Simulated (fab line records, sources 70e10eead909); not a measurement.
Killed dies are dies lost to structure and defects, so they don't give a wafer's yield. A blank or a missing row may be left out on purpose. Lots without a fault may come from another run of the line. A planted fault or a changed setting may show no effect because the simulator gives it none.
fab line records | flow nand_harc
record lots=23 wafers=69 last_day=33
route steps=1302 shown P_M1@306 P_BONDPAD@367 A_SOURCE_PLATE@420 A_CHANNEL_HOLE_D1@467
lots that met no fault: from a run of the same line without faults
start_h: hours from the record's first day to the start of the lot's first wafer shown | wait_h: hours since the lot's step before | " the same as in the row above | L1.1+2: a row that stands for several wafers | - no value, or no start given | * or withheld: withheld | < > ~ a bound
route shown NAME@n: a module of which the file shows steps, and the number in the route of the first | usual: mean/standard deviation of fault-free wafers | same: alike in all rows | chamber/n: place in a boat | sites: the reading at each site | _std_site: their standard deviation | _edge_site: outer sites' mean less inner sites' | radius_mm: how far each site lies from the wafer's centre | mask NAME#n: copy n | behind: the tool/chamber that last shaped the wafer | hold: why the lot was held/for how many hours/how that ended | device: the transistor (n, p or np) that didn't switch | end of line: the same wafers' tests at the end of the route | a step without rows: its recipe alone | killed: dies lost to structure and defects at the first sort, not the wafer's yield | map: a wafer's dies, x killed, . not, _ none there
set.NAME: the setting as run; set.NAME@STEP: as run at that earlier step | model.NAME: the simulator's own value behind a step, which no gauge read
steps of the route over a sample of lots; a table a step, a row a wafer
services: from which hour (start_h, from the record's first day; less than 0 if before it) a tool's chamber was out of use, for how many hours, and why
## steps
# step NHARC_P_M1_PRE_CLEAN_30
# recipe time_s=30 temp_c=280 gas=H2/He
# usual heater_power_w=417/40
# columns lot.wafer tool chamber start_h wait_h heater_power_w
L075.1 pvd_sputter-03 - - - 371
L075.2 " - " " 439
L075.5 " - " " 415
L076.1 pvd_sputter-02 - - - 411
L076.3 " - " " 399
L076.6 " - " " 422
L077.1 pvd_sputter-03 - - - 360
L077.6 " - " " 359
L077.5 " - " " 442
L078.2 pvd_sputter-01 - - - 379
L078.4 " - " " 375
L078.5 " - " " 444
L079.3 pvd_sputter-02 - - - 494
L079.2 " - " " 417
L079.5 " - " " 398
L080.4 pvd_sputter-01 - - - 437
L080.5 " - " " 369
L080.6 " - " " 434
L081.3 pvd_sputter-01 - - - 436
L081.1 " - " " 373
L081.2 " - " " 356
L082.4 pvd_sputter-02 - - - 395
L082.6 " - " " 417
L082.5 " - " " 501
L084.3 pvd_sputter-01 - - - 361
L084.2 " - " " 374
L084.6 " - " " 435
L083.3 pvd_sputter-02 - - - 508
L083.6 " - " " 405
L083.5 " - " " 432
L085.1 pvd_sputter-02 - - - 400
L085.4 " - " " 396
L085.6 " - " " 501
L086.1 pvd_sputter-02 - - - 414
L086.2 " - " " 400
L086.6 " - " " 503
L088.2 pvd_sputter-02 - - - 506
L088.4 " - " " 398
L088.1 " - " " 404
L087.1 pvd_sputter-03 - - - 421
L087.4 " - " " 455
L087.3 " - " " 418
L089.3 pvd_sputter-03 - - - 424
L089.2 " - " " 360
L089.6 " - " " 408
L090.3 pvd_sputter-03 - - - 409
L090.6 " - " " 413
L090.5 " - " " 380
L091.4 pvd_sputter-02 - - - 486
L091.1 " - " " 388
L091.6 " - " " 469
L092.3 pvd_sputter-02 - - - 488
L092.2 " - " " 413
L092.5 " - " " 410
L093.1 pvd_sputter-03 - - - 370
L093.4 " - " " 446
L093.5 " - " " 418
L094.1 pvd_sputter-03 - - - 368
L094.3 " - " " 412
L094.5 " - " " 361
L095.4 pvd_sputter-01 - - - 446
L095.2 " - " " 356
L095.5 " - " " 383
L096.4 pvd_sputter-03 - - - 455
L096.1 " - " " 406
L096.5 " - " " 419
L097.2 pvd_sputter-01 - - - 441
L097.3 " - " " 369
L097.6 " - " " 438
# step NHARC_P_BONDPAD_DESCUM_11
# recipe time_s=3 o2_flow_sccm=200 ar_flow_sccm=0 bias_power_w=0 chemistry=O2
# usual drypump_motor_current_A=5.5/0.4 oes_product_au=0.996/0.012 rf_vpp_V=57.8/0.92 showerhead_plenum_p_Torr=1.92/0.085 throttle_valve_pct=11.311/0.0093
# columns lot.wafer tool chamber start_h wait_h drypump_motor_current_A oes_product_au rf_hours_counter_h rf_vpp_V showerhead_plenum_p_Torr throttle_valve_pct
L075.1 rie_diel-04 0 145.92 - 5.4 1.011 8.0 57.3 1.84 11.329
L075.2 " 3 " " 5.2 0.998 7.7 57.0 1.79 11.315
L075.5 " 2 " " 5.8 1.013 - 58.5 2.05 11.320
L076.3 rie_diel-08 3 158.64 - 5.5 0.999 4.0 57.4 1.81 11.312
L076.1 " 0 " " 5.8 1.011 3.5 57.3 1.92 11.307
L076.6 " 3 " " 5.5 0.995 - 58.0 1.81 11.305
L077.1 rie_diel-08 2 171.20 - 5.3 1.009 4.4 57.2 2.04 11.304
L077.5 " 2 " " 5.2 1.014 - 57.7 2.04 11.286
L077.6 " 3 " " 5.5 0.989 - 58.5 1.81 11.316
L078.2 rie_diel-04 1 171.85 - 5.0 1.003 6.6 56.0 1.93 11.301
L078.4 " 2 " " 5.8 0.977 8.9 58.2 2.05 11.304
L078.5 " 1 " " 5.0 1.010 - 59.5 1.93 11.301
L079.2 rie_diel-03 3 181.05 - 5.9 0.994 2.5 56.4 1.88 11.324
L079.3 " 0 " " 6.1 1.006 2.6 57.3 1.97 11.312
L079.5 " 1 " " 5.1 1.010 - 57.8 2.03 11.299
L080.4 rie_diel-04 3 197.12 - 5.2 0.988 0.3 56.0 1.79 11.324
L080.6 " 2 " " 5.8 0.983 - 57.7 2.05 11.311
L080.5 " 3 " " 5.2 0.995 - 57.7 1.79 11.305
L081.1 rie_diel-03 3 213.18 - 5.9 0.997 3.5 57.4 1.88 11.316
L081.3 " 0 " " 6.2 1.013 3.8 56.6 1.96 11.311
L081.2 " 2 " " 5.1 0.997 4.4 56.3 1.86 11.311
L082.4 rie_diel-03 1 213.93 - 5.1 1.016 4.8 59.4 2.03 11.300
L082.5 " 1 " " 5.1 1.023 - 57.5 2.03 11.316
L082.6 " 2 " " 5.1 0.996 - 57.5 1.86 11.307
L084.2 rie_diel-04 1 232.60 - 5.0 0.983 2.8 58.4 1.93 11.308
L084.3 " 3 " " 5.3 0.984 2.5 58.3 1.79 11.317
L084.6 " 1 " " 5.0 0.997 - 58.6 1.93 11.304
L083.3 rie_diel-04 3 233.09 - 5.3 0.988 2.5 56.4 1.79 11.305
L083.5 " 2 " " 5.8 0.985 - 58.9 2.05 11.318
L083.6 " 3 " " 5.3 0.997 - 56.7 1.79 11.325
L085.4 rie_diel-03 2 243.84 - 5.1 0.998 5.8 57.9 1.86 11.310
L085.1 " 3 " " 5.9 0.994 4.8 57.3 1.88 11.298
L085.6 " 2 " " 5.1 0.981 - 57.3 1.86 11.308
L086.2 rie_diel-08 0 253.91 - 5.8 0.991 1.9 57.3 1.92 11.298
L086.1 " 2 " " 5.3 1.020 1.5 57.8 2.04 11.309
L086.6 " 0 " " 5.8 0.986 - 57.1 1.92 11.311
L088.4 rie_diel-03 2 275.58 - 5.0 0.998 7.3 58.4 1.86 11.314
L088.1 " 0 " " 6.1 1.006 7.1 59.0 1.96 11.332
L088.2 " 1 " " 5.1 1.010 8.4 58.0 2.03 11.321
L087.3 rie_diel-03 2 276.67 - 5.1 0.995 7.4 57.2 1.86 11.315
L087.1 " 3 " " 5.9 0.990 6.1 58.2 1.88 11.307
L087.4 " 0 " " 6.2 1.002 7.2 59.4 1.96 11.304
L089.3 rie_diel-03 3 282.86 - 5.9 0.985 6.5 58.2 1.88 11.318
L089.2 " 1 " " 5.1 1.015 8.9 58.1 2.03 11.327
L089.6 " 2 " " 5.1 0.986 - 58.1 1.86 11.312
L090.3 rie_diel-03 1 297.76 - 5.1 1.019 0 58.1 2.03 11.321
L090.6 " 0 " " 6.2 0.996 - 57.6 1.96 11.324
L090.5 " 1 " " 5.1 1.010 - 58.0 2.03 11.305
L091.1 rie_diel-08 2 305.31 - 5.3 1.005 3.5 59.1 2.04 11.309
L091.4 " 1 " " 5.7 0.988 3.2 59.0 1.97 11.295
L091.6 " 3 " " 5.5 1.010 - 57.1 1.81 11.322
L092.3 rie_diel-08 1 312.92 - 5.7 0.983 3.4 57.3 1.97 11.308
L092.2 " 2 " " 5.2 1.010 3.6 60.0 2.04 11.304
L092.5 " 3 " " 5.5 1.005 - 58.0 1.81 11.317
L093.4 rie_diel-03 3 321.97 - 5.9 0.973 1.2 57.4 1.88 11.321
L093.1 " 0 " " 6.1 0.981 1.1 58.1 1.96 11.318
L093.5 " 1 " " 5.1 0.996 - 56.4 2.03 11.321
L094.1 rie_diel-03 0 334.22 - 6.2 0.997 2.1 59.5 1.96 11.316
L094.3 " 2 " " 5.1 0.984 2.8 57.6 1.86 11.313
L094.5 " 3 " " 5.9 0.970 - 57.9 1.88 11.315
L095.2 rie_diel-03 1 349.03 - 5.1 0.994 1.9 58.7 2.03 11.308
L095.4 " 0 " " 6.2 1.002 2.5 58.1 1.96 11.304
L095.5 " 1 " " 5.0 0.993 - 56.8 2.03 11.322
L096.4 rie_diel-03 0 355.32 - 6.2 0.986 2.7 57.3 1.96 11.297
L096.1 " 1 " " 5.1 0.994 2.1 59.0 2.03 11.328
L096.5 " 0 " " 6.1 0.989 - 57.7 1.96 11.298
L097.2 rie_diel-03 3 366.66 - 5.9 0.982 3.3 59.5 1.88 11.319
L097.3 " 0 " " 6.2 0.994 3.0 57.3 1.96 11.294
L097.6 " 2 " " 5.1 0.989 - 58.2 1.86 11.308
# step NHARC_P_BONDPAD_ETCH_12
# recipe target_depth_a=2000 time_s=100 chf3_flow_sccm=50 o2_flow_sccm=10 ar_flow_sccm=200 rf_w=500 bias_w=200 chemistry=CHF3/O2
# usual drypump_motor_current_A=5.5/0.41 oes_product_au=0.936/0.025 rf_vpp_V=371.1/2.2 showerhead_plenum_p_Torr=2.42/0.099 throttle_valve_pct=20.572/0.0086
# columns lot.wafer tool chamber start_h wait_h drypump_motor_current_A oes_product_au rf_hours_counter_h rf_vpp_V showerhead_plenum_p_Torr throttle_valve_pct
L075.1 rie_diel-04 0 - - 5.4 0.935 8.1 368.4 2.31 20.585
L075.2 " 2 " " 5.8 0.929 7.5 374.4 2.56 20.578
L075.5 " 3 " " 5.3 0.912 - 368.3 2.25 20.582
L076.1 rie_diel-08 2 - - 5.3 0.929 4.0 373.3 2.55 20.560
L076.3 " 0 " " 5.8 0.930 3.6 371.3 2.41 20.570
L076.6 " 2 " " 5.2 0.935 - 374.6 2.55 20.589
L077.1 rie_diel-08 0 - - 5.8 0.928 4.3 369.9 2.41 20.570
L077.5 " 1 " " 5.7 0.917 - 372.0 2.47 20.566
L077.6 " 2 " " 5.3 0.930 - 372.4 2.55 20.570
L078.4 rie_diel-04 3 - - 5.3 0.920 9.1 367.9 2.25 20.586
L078.2 " 0 " " 5.4 0.921 9.5 370.4 2.32 20.559
L078.5 " 2 " " 5.8 0.917 - 372.6 2.56 20.563
L079.3 rie_diel-03 0 - - 6.1 0.985 2.6 372.6 2.46 20.560
L079.2 " 1 " " 5.1 0.975 3.3 374.1 2.55 20.575
L079.5 " 1 " " 5.1 0.982 - 374.4 2.55 20.580
L080.4 rie_diel-04 0 - - 5.3 0.974 0.4 368.5 2.31 20.570
L080.5 " 3 " " 5.3 0.950 - 366.3 2.25 20.577
L080.6 " 0 " " 5.4 0.985 - 368.6 2.31 20.572
L081.3 rie_diel-03 1 - - 5.1 0.952 4.8 374.6 2.55 20.565
L081.1 " 2 " " 5.1 0.917 4.4 368.5 2.34 20.580
L081.2 " 0 " " 6.2 0.939 3.8 370.9 2.46 20.569
L082.4 rie_diel-03 1 - - 5.1 0.985 4.8 374.0 2.55 20.569
L082.5 " 1 " " 5.1 0.974 - 373.6 2.55 20.565
L082.6 " 2 " " 5.1 0.962 - 368.4 2.34 20.585
L084.2 rie_diel-04 2 - - 5.8 0.911 2.1 374.5 2.56 20.555
L084.3 " 3 " " 5.2 0.912 2.5 368.3 2.25 20.559
L084.6 " 2 " " 5.8 0.910 - 374.6 2.56 20.567
L083.3 rie_diel-04 2 - - 5.8 0.901 2.2 374.2 2.56 20.571
L083.5 " 1 " " 5.0 0.926 - 372.3 2.42 20.560
L083.6 " 2 " " 5.8 0.904 - 373.7 2.56 20.567
L085.1 rie_diel-03 2 - - 5.1 0.923 5.9 368.4 2.34 20.569
L085.4 " 3 " " 5.9 0.920 4.9 368.8 2.36 20.575
L085.6 " 0 " " 6.2 0.938 - 372.1 2.46 20.566
L086.2 rie_diel-08 0 - - 5.8 0.919 1.9 370.6 2.41 20.564
L086.1 " 2 " " 5.3 0.944 1.6 373.7 2.55 20.567
L086.6 " 0 " " 5.8 0.920 - 371.3 2.41 20.571
L088.2 rie_diel-03 0 - - 6.2 0.929 7.1 371.4 2.46 20.572
L088.4 " 1 " " 5.1 0.946 8.4 374.2 2.54 20.572
L088.1 " 2 " " 5.1 0.920 7.4 367.1 2.34 20.563
L087.1 rie_diel-03 0 - - 6.1 0.971 7.2 371.6 2.46 20.570
L087.4 " 1 " " 5.1 0.993 8.5 373.4 2.54 20.582
L087.3 " 3 " " 5.9 0.949 6.2 369.2 2.36 20.559
L089.2 rie_diel-03 0 - - 6.2 0.975 7.6 370.9 2.46 20.554
L089.3 " 3 " " 5.9 0.954 6.5 370.5 2.36 20.577
L089.6 " 0 " " 6.2 0.969 - 372.5 2.46 20.559
L090.3 rie_diel-03 0 - - 6.1 0.959 0.0 370.2 2.46 20.577
L090.5 " 2 " " 5.1 0.969 - 367.9 2.33 20.582
L090.6 " 3 " " 5.9 0.958 - 370.1 2.36 20.569
L091.1 rie_diel-08 0 - - 5.8 0.924 4.4 371.4 2.41 20.574
L091.4 " 2 " " 5.2 0.938 3.6 374.1 2.55 20.589
L091.6 " 0 " " 5.8 0.919 - 370.4 2.41 20.576
L092.2 rie_diel-08 2 - - 5.3 0.975 3.7 373.1 2.55 20.582
L092.3 " 3 " " 5.5 0.912 4.1 368.6 2.28 20.561
L092.5 " 2 " " 5.3 0.979 - 373.6 2.55 20.580
L093.4 rie_diel-03 0 - - 6.2 0.913 1.1 372.8 2.46 20.574
L093.1 " 1 " " 5.0 0.931 1.3 374.5 2.54 20.577
L093.5 " 0 " " 6.2 0.915 - 371.2 2.46 20.586
L094.3 rie_diel-03 2 - - 5.1 0.909 2.8 368.9 2.33 20.571
L094.1 " 0 " " 6.2 0.915 2.2 372.1 2.46 20.588
L094.5 " 0 " " 6.2 0.914 - 371.7 2.46 20.574
L095.4 rie_diel-03 3 - - 5.9 0.907 2.9 369.6 2.36 20.580
L095.2 " 2 " " 5.1 0.908 3.2 368.1 2.33 20.583
L095.5 " 3 " " 5.9 0.910 - 370.0 2.36 20.574
L096.4 rie_diel-03 0 - - 6.2 0.929 2.7 371.6 2.46 20.572
L096.1 " 3 " " 5.9 0.924 3.1 369.7 2.36 20.573
L096.5 " 1 " " 5.1 0.958 - 373.4 2.54 20.569
L097.3 rie_diel-03 3 - - 5.9 0.899 3.4 370.4 2.36 20.577
L097.2 " 0 " " 6.1 0.918 3.1 372.0 2.46 20.572
L097.6 " 0 " " 6.1 0.918 - 371.2 2.46 20.557
# step NHARC_P_BONDPAD_ETCH_24
# recipe target_depth_a=300 over_etch_frac=0.3 time_s=72.99 ion_energy_ev=150 cf4_flow_sccm=50 n2_flow_sccm=100 ar_flow_sccm=150 rf_w=300 bias_w=100 chemistry=CF4/N2
# usual drypump_motor_current_A=5.5/0.35 oes_product_au=0.999/0.012 rf_vpp_V=314.6/1.9 showerhead_plenum_p_Torr=2.65/0.11 throttle_valve_pct=19.793/0.0092
# columns lot.wafer tool chamber start_h wait_h drypump_motor_current_A oes_product_au rf_hours_counter_h rf_vpp_V showerhead_plenum_p_Torr throttle_valve_pct
L075.1 rie_diel-04 2 146.55 0.1 5.8 0.993 7.6 317.6 2.80 19.799
L075.2 " 3 " " 5.3 0.983 7.8 312.9 2.46 19.803
L075.5 " 2 " " 5.8 0.997 - 318.3 2.80 19.791
L076.3 rie_diel-03 0 - - 6.1 1.023 1.8 314.6 2.69 19.797
L076.1 " 1 " " 5.1 1.027 2.0 315.8 2.78 19.794
L076.6 " 1 " " 5.1 1.029 - 315.5 2.78 19.799
L077.1 rie_diel-03 3 - - 5.9 0.984 2.3 313.6 2.58 19.802
L077.5 " 0 " " 6.2 1.007 - 314.8 2.69 19.803
L077.6 " 1 " " 5.1 1.025 - 318.6 2.78 19.805
L078.2 rie_diel-08 3 - - 5.5 0.998 4.8 312.1 2.50 19.795
L078.4 " 0 " " 5.8 1.010 4.3 315.2 2.63 19.792
L078.5 " 2 " " 5.2 1.003 - 317.1 2.79 19.808
L079.3 rie_diel-03 3 - - 5.9 0.986 2.6 313.5 2.58 19.794
L079.2 " 1 " " 5.1 1.013 3.4 316.9 2.78 19.795
L079.5 " 3 " " 5.9 0.991 - 314.2 2.58 19.801
L080.4 rie_diel-03 1 - - 5.1 1.015 4.7 315.9 2.78 19.782
L080.6 " 0 " " 6.2 1.010 - 314.6 2.69 19.789
L080.5 " 1 " " 5.1 1.018 - 317.9 2.78 19.775
L081.1 rie_diel-08 0 - - 5.8 0.992 0.2 314.0 2.63 19.793
L081.2 " 1 " " 5.7 0.985 0.2 316.5 2.70 19.800
L081.3 " 2 " " 5.3 1.006 0.2 316.4 2.79 19.784
L082.4 rie_diel-04 3 - - 5.2 0.998 1.5 312.1 2.46 19.784
L082.6 " 0 " " 5.4 1.001 - 313.0 2.53 19.807
L082.5 " 1 " " 5.0 1.000 - 313.9 2.65 19.788
L084.2 rie_diel-08 2 - - 5.2 1.024 0.7 317.8 2.79 19.786
L084.3 " 3 " " 5.5 0.990 0.8 311.2 2.50 19.781
L084.6 " 2 " " 5.2 1.019 - 316.6 2.79 19.805
L083.3 rie_diel-08 0 - - 5.8 0.992 0.9 313.0 2.63 19.808
L083.6 " 0 " " 5.8 0.987 - 314.5 2.63 19.782
L083.5 " 1 " " 5.7 0.994 - 315.2 2.70 19.801
L085.1 rie_diel-08 0 244.48 0.2 5.7 0.992 1.7 315.4 2.63 19.796
L085.4 " 2 " " 5.2 1.012 - 315.9 2.79 19.803
L085.6 " 0 " " 5.8 0.986 - 313.5 2.63 19.807
L086.1 rie_diel-08 0 254.52 0.1 5.8 0.985 2.0 315.2 2.63 19.788
L086.2 " 3 " " 5.5 1.013 1.7 311.5 2.50 19.801
L086.6 " 2 " " 5.3 1.017 - 315.9 2.79 19.769
L088.1 rie_diel-08 3 - - 5.5 0.997 2.6 311.1 2.49 19.789
L088.4 " 0 " " 5.7 0.984 3.0 315.0 2.63 19.792
L088.2 " 1 " " 5.7 0.997 1.8 315.3 2.70 19.785
L087.4 rie_diel-08 0 - - 5.8 0.994 3.1 313.5 2.63 19.804
L087.1 " 2 " " 5.2 1.000 2.7 316.8 2.79 19.791
L087.3 " 3 " " 5.5 0.991 2.7 312.2 2.49 19.792
L089.2 rie_diel-08 2 - - 5.2 1.009 2.8 316.4 2.79 19.791
L089.3 " 3 " " 5.5 1.002 2.7 313.0 2.49 19.797
L089.6 " 0 " " 5.8 0.984 - 313.8 2.63 19.789
L090.3 rie_diel-08 1 - - 5.7 0.998 3.1 314.9 2.70 19.787
L090.6 " 0 " " 5.8 0.988 - 312.4 2.63 19.799
L090.5 " 1 " " 5.7 0.987 - 315.0 2.70 19.786
L091.4 rie_diel-03 2 - - 5.1 0.982 0.5 312.5 2.55 19.793
L091.1 " 3 " " 5.9 0.988 0.6 313.6 2.58 19.780
L091.6 " 1 " " 5.1 1.019 - 314.3 2.78 19.805
L092.3 rie_diel-03 3 - - 5.9 0.973 1.1 312.7 2.58 19.795
L092.2 " 0 " " 6.2 0.990 1.0 315.6 2.69 19.801
L092.5 " 1 " " 5.1 1.010 - 318.5 2.78 19.789
L093.4 rie_diel-03 1 - - 5.1 1.004 1.4 317.6 2.78 19.788
L093.1 " 3 " " 5.9 0.982 1.3 312.6 2.58 19.788
L093.5 " 1 " " 5.1 1.003 - 317.2 2.78 19.782
L094.3 rie_diel-04 3 - - 5.3 0.992 8.5 311.3 2.46 19.793
L094.1 " 0 " " 5.4 1.005 9.7 313.2 2.53 19.774
L094.5 " 2 " " 5.8 0.994 - 318.5 2.80 19.789
L095.2 rie_diel-04 1 349.61 0.1 5.0 1.006 9.7 315.0 2.65 19.792
L095.4 " 0 " " 5.3 1.015 - 312.2 2.53 19.801
L095.5 " 1 " " 5.0 1.010 - 314.8 2.65 19.800
L096.1 rie_diel-08 2 - - 5.2 1.017 5.3 317.3 2.79 19.782
L096.4 " 3 " " 5.5 1.008 5.6 311.8 2.49 19.792
L096.5 " 0 " " 5.8 0.992 - 315.9 2.63 19.800
L097.3 rie_diel-08 2 - - 5.3 0.998 5.5 315.8 2.79 19.780
L097.2 " 0 " " 5.8 0.988 6.1 314.8 2.63 19.805
L097.6 " 3 " " 5.5 1.002 - 312.0 2.49 19.782
# step NHARC_A_SOURCE_PLATE_THK_MEAS_06
# recipe thk_meas_gauge=ellipsometry
# usual thk_nm=199.4/2.1
# columns lot.wafer tool chamber start_h wait_h thk_nm
L075.1 film_metro-01 - 173.86 0.4 198.4
L075.2 " - " " 196.9
L075.5 " - " " 197.3
L076.1 film_metro-02 - 187.29 0.4 200.7
L076.3 " - " " 199.6
L076.6 " - " " 200.3
L077.1 film_metro-01 - 196.69 0.4 199.6
L077.5 " - " " 198.9
L077.6 " - " " 196.0
L078.2 film_metro-02 - 196.69 0.4 195.9
L078.4 " - " " 196.1
L078.5 " - " " 196.0
L079.2 film_metro-01 - 206.00 0.4 198.5
L079.3 " - " " 200.5
L079.5 " - " " 196.9
L080.4 film_metro-02 - 222.51 0.4 202.2
L080.5 " - " " 200.0
L080.6 " - " " 200.9
L081.1 film_metro-02 - 239.19 0.4 202.9
L081.2 " - " " 203.6
L081.3 " - " " 204.0
L082.4 film_metro-01 - 239.19 0.4 200.5
L082.5 " - " " 199.3
L082.6 " - " " 201.5
L084.2 film_metro-02 - 260.65 0.4 202.8
L084.3 " - " " 200.0
L084.6 " - " " 199.5
L083.3 film_metro-01 - 260.65 0.4 200.0
L083.5 " - " " 202.9
L083.6 " - " " 198.8
L085.1 film_metro-01 - 270.06 0.4 200.2
L085.4 " - " " 200.8
L085.6 " - " " 200.6
L086.1 film_metro-02 - 279.54 0.4 201.6
L086.2 " - " " 204.0
L086.6 " - " " 203.0
L088.1 film_metro-01 - 301.31 0.4 196.9
L088.2 " - " " 196.8
L088.4 " - " " 197.7
L087.1 film_metro-02 - 301.32 0.4 198.5
L087.3 " - " " 197.3
L087.4 " - " " 199.2
L089.2 film_metro-02 - 309.16 0.4 199.8
L089.3 " - " " 196.9
L089.6 " - " " 195.8
L091.1 film_metro-02 - 328.49 0.4 199.5
L091.4 " - " " 199.1
L091.6 " - " " 197.4
L090.3 film_metro-01 - 328.49 0.4 199.2
L090.5 " - " " 198.5
L090.6 " - " " 200.8
L092.2 film_metro-01 - 337.40 0.4 200.1
L092.3 " - " " 197.7
L092.5 " - " " 200.5
L093.1 film_metro-01 - 347.33 0.4 198.0
L093.4 " - " " 196.9
L093.5 " - " " 199.4
L094.1 film_metro-01 - 359.50 0.4 197.6
L094.3 " - " " 197.4
L094.5 " - " " 198.7
L095.2 film_metro-01 - 374.18 0.4 200.3
L095.4 " - " " 198.8
L095.5 " - " " 199.5
L096.1 film_metro-01 - 382.97 0.4 201.4
L096.4 " - " " 200.1
L096.5 " - " " 200.8
L097.2 film_metro-01 - 392.23 0.4 202.0
L097.3 " - " " 200.9
L097.6 " - " " 203.6
# step NHARC_A_CHANNEL_HOLE_D1_ETCH_39
# recipe target_depth_a=2600 over_etch_frac=0.3 time_s=325 ion_energy_ev=200 n2_flow_sccm=150 h2_flow_sccm=150 ar_flow_sccm=0 rf_w=400 bias_w=150 chemistry=N2/H2
# usual drypump_motor_current_A=5.7/0.45 oes_product_au=0.999/0.013 rf_vpp_V=429.7/1.9 showerhead_plenum_p_Torr=2.01/0.064 throttle_valve_pct=14.172/0.0095
# columns lot.wafer tool chamber start_h wait_h drypump_motor_current_A oes_product_au rf_hours_counter_h rf_vpp_V showerhead_plenum_p_Torr throttle_valve_pct
L075.2 rie_diel-10 2 - - 5.0 0.996 10 430.0 1.95 14.173
L075.1 " 3 " " 6.3 0.994 10 429.3 1.98 14.178
L075.5 " 3 " " 6.2 0.996 - 429.4 1.98 14.183
L076.1 rie_diel-10 3 - - 6.3 0.993 11 429.5 1.98 14.170
L076.3 " 1 " " 5.6 1.004 11 428.8 1.98 14.185
L076.6 " 1 " " 5.7 1.008 - 428.4 1.98 14.191
L077.1 rie_diel-02 2 - - 5.7 1.000 46 426.7 1.93 14.173
L077.6 " 0 " " 6.1 0.990 - 430.7 2.05 14.176
L077.5 " 1 " " 6.1 1.022 - 430.3 2.08 14.168
L078.2 rie_diel-09 0 - - 5.2 0.999 18 431.1 2.04 14.174
L078.4 " 3 " " 5.9 1.024 18 426.6 1.95 14.166
L078.5 " 0 " " 5.2 0.994 - 429.9 2.04 14.171
L079.3 rie_diel-10 3 - - 6.3 0.996 12 429.2 1.98 14.169
L079.2 " 2 " " 5.0 1.008 13 429.1 1.95 14.184
L079.5 " 3 " " 6.3 0.990 - 428.5 1.98 14.171
L080.4 rie_diel-10 1 - - 5.6 0.988 14 430.4 1.97 14.172
L080.6 " 1 " " 5.6 1.001 - 429.4 1.97 14.180
L080.5 " 2 " " 5.0 0.992 - 428.8 1.95 14.181
L082.4 rie_diel-10 0 - - 6.1 1.007 0 432.0 2.07 14.176
L082.6 " 1 " " 5.7 0.982 - 428.4 1.97 14.191
L082.5 " 2 " " 5.0 1.015 - 428.4 1.95 14.169
L081.1 rie_diel-10 0 - - 6.1 1.010 1 430.7 2.07 14.168
L081.3 " 1 " " 5.6 0.982 1 428.3 1.97 14.174
L081.2 " 3 " " 6.3 1.005 1 429.0 1.97 14.168
L084.2 rie_diel-10 1 - - 5.7 0.977 3 428.4 1.97 14.186
L084.3 " 3 " " 6.4 1.000 2 428.6 1.97 14.163
L084.6 " 1 " " 5.7 0.982 - 427.3 1.97 14.159
L083.3 rie_diel-10 1 - - 5.6 0.960 3 426.9 1.97 14.167
L083.6 " 1 " " 5.6 0.981 - 429.5 1.97 14.184
L083.5 " 2 " " 4.9 1.010 - 427.2 1.95 14.177
L085.4 rie_diel-02 1 - - 6.0 1.003 23 431.2 2.08 14.152
L085.1 " 3 " " 5.2 1.006 20 426.4 1.93 14.183
L085.6 " 2 " " 5.7 1.022 - 427.6 1.93 14.162
L086.2 rie_diel-02 0 - - 6.1 0.994 25 429.5 2.04 14.186
L086.1 " 1 " " 6.0 1.013 26 431.6 2.07 14.174
L086.6 " 1 " " 6.0 1.010 - 432.0 2.07 14.189
L088.2 rie_diel-10 1 - - 5.6 0.977 6 429.0 1.97 14.158
L088.1 " 2 " " 5.0 1.013 6 428.7 1.95 14.173
L088.4 " 0 " " 6.0 0.999 5 430.1 2.06 14.173
L087.3 rie_diel-09 0 - - 5.2 0.992 50 430.2 2.03 14.178
L087.1 " 2 " " 5.7 1.002 49 433.6 2.13 14.185
L087.4 " 3 " " 5.9 1.008 50 428.6 1.94 14.149
L089.3 rie_diel-10 0 - - 6.1 1.003 6 431.7 2.06 14.172
L089.2 " 1 " " 5.6 0.980 8 429.3 1.97 14.177
L089.6 " 0 " " 6.1 1.001 - 431.0 2.06 14.159
L091.1 rie_diel-09 3 - - 5.9 0.998 5 426.0 1.94 14.188
L091.4 " 0 " " 5.2 1.006 5 430.7 2.02 14.182
L091.6 " 0 " " 5.2 1.001 - 430.5 2.02 14.184
L090.3 rie_diel-09 3 - - 5.9 1.003 6 428.8 1.94 14.157
L090.5 " 3 " " 5.9 1.000 - 428.1 1.94 14.187
L090.6 " 0 " " 5.2 0.997 - 429.6 2.02 14.168
L092.3 rie_diel-09 1 - - 6.2 0.988 6 432.9 2.11 14.165
L092.2 " 2 " " 5.7 1.023 6 434.0 2.13 14.167
L092.5 " 2 " " 5.7 1.024 - 432.8 2.13 14.173
L093.1 rie_diel-09 2 - - 5.7 1.027 9 433.7 2.13 14.182
L093.4 " 3 " " 5.9 1.002 - 428.2 1.94 14.165
L093.5 " 2 " " 5.7 1.016 - 433.1 2.13 14.153
L094.3 rie_diel-02 0 - - 6.1 0.996 54 430.3 2.03 14.163
L094.1 " 1 " " 6.0 1.011 52 429.6 2.07 14.163
L094.5 " 0 " " 6.1 0.994 - 430.8 2.03 14.172
L095.2 rie_diel-10 2 - - 5.0 0.991 11 428.3 1.95 14.169
L095.4 " 2 " " 4.9 1.002 - 427.9 1.95 14.179
L095.5 " 1 " " 5.6 0.971 - 428.7 1.97 14.190
L096.4 rie_diel-10 0 - - 6.1 0.987 10 433.2 2.06 14.180
L096.1 " 1 " " 5.7 0.972 12 428.4 1.97 14.163
L096.5 " 1 " " 5.7 0.973 - 429.6 1.97 14.172
L097.2 rie_diel-10 1 - - 5.6 0.976 13 429.2 1.97 14.182
L097.3 " 2 " " 5.0 1.002 13 428.2 1.95 14.179
L097.6 " 1 " " 5.7 0.969 - 428.5 1.97 14.160
## services
# columns tool chamber start_h hours kind
rie_diel-08 0 120.31 3.4 repair
rie_diel-04 1 126.25 39.3 repair
rie_diel-04 - 177.90 9.0 pm
rie_diel-10 0 186.44 9.7 repair
rie_diel-08 3 190.51 7.5 repair
rie_diel-08 - 190.80 9.0 pm
rie_diel-10 0 204.77 7.2 repair
rie_diel-10 1 206.47 4.1 repair
rie_diel-08 1 240.20 20.7 repair
rie_diel-08 3 241.24 7.3 repair
rie_diel-10 - 242.50 9.0 pm
rie_diel-03 - 288.12 9.0 pm
rie_diel-08 2 292.48 4.4 repair
rie_diel-03 1 331.50 14.4 repair
rie_diel-04 2 344.52 10.1 repair
rie_diel-04 - 345.37 0.6 repair
rie_diel-08 - 346.28 3.4 repair
rie_diel-04 - 354.90 9.0 pm
rie_diel-10 0 366.22 3.1 repair
rie_diel-08 0 367.47 8.9 repair
rie_diel-08 - 367.80 9.0 pm
rie_diel-10 3 380.62 2.5 repair
rie_diel-10 0 391.42 5.9 repair
rie_diel-03 - 391.97 0.4 repair
## key
fault none
